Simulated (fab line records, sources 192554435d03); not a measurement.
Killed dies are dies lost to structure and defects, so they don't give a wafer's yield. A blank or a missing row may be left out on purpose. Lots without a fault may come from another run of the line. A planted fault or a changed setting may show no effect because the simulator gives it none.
Chamber matching | flow n5_finfet | N5_BEOL_M0_SAQP_SPACER1_ALD_98 on ald_sin-01: 4 sister chambers
The step deposits SiO2, target thk 12.8 nm, pulse time 1 s, purge time 2 s. 4 wafers are shown with their chamber, then 8 later ones without.

WAFERS WITH THEIR CHAMBER
wafer  | chamber | heater_power_w (W)
L076.4 | 1       | 480
L087.3 | 3       | 435
L087.4 | 0       | 457
L089.1 | 2       | 536

WAFERS WITHOUT THEIR CHAMBER
wafer  | heater_power_w (W)
L089.4 | 488
L089.6 | 553
L094.4 | 452
L094.5 | 449
L094.6 | 495
L096.1 | 452
L096.3 | 534
L096.4 | 448

WHICH CHAMBER EACH WENT THROUGH
wafer  | from the rows above     | in truth
L089.4 | 1                       | 1
L089.6 | 2                       | 2
L094.4 | can't be placed: 0 or 3 | 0
L094.5 | can't be placed: 0 or 3 | 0
L094.6 | 1                       | 1
L096.1 | can't be placed: 0 or 3 | 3
L096.3 | 2                       | 2
L096.4 | can't be placed: 0 or 3 | 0
Placed correctly: 4 of 8. Can't be placed from these rows: 4 (the true chamber is among the candidates in 4). Placed wrongly: 0.
How it was worked out, from the rows above alone: a wafer's distance from a chamber is the root of the sum, over the readings, of the square of ((its reading less the chamber's mean) divided by the reading's scatter). The wafer belongs to the nearest chamber; if the next one is less than 2 further off, it can't be placed. A chamber's mean is the mean of its shown wafers. The scatter: with one shown wafer a chamber, the root of the mean of the squares of how far each hidden wafer lies from its nearest shown one.
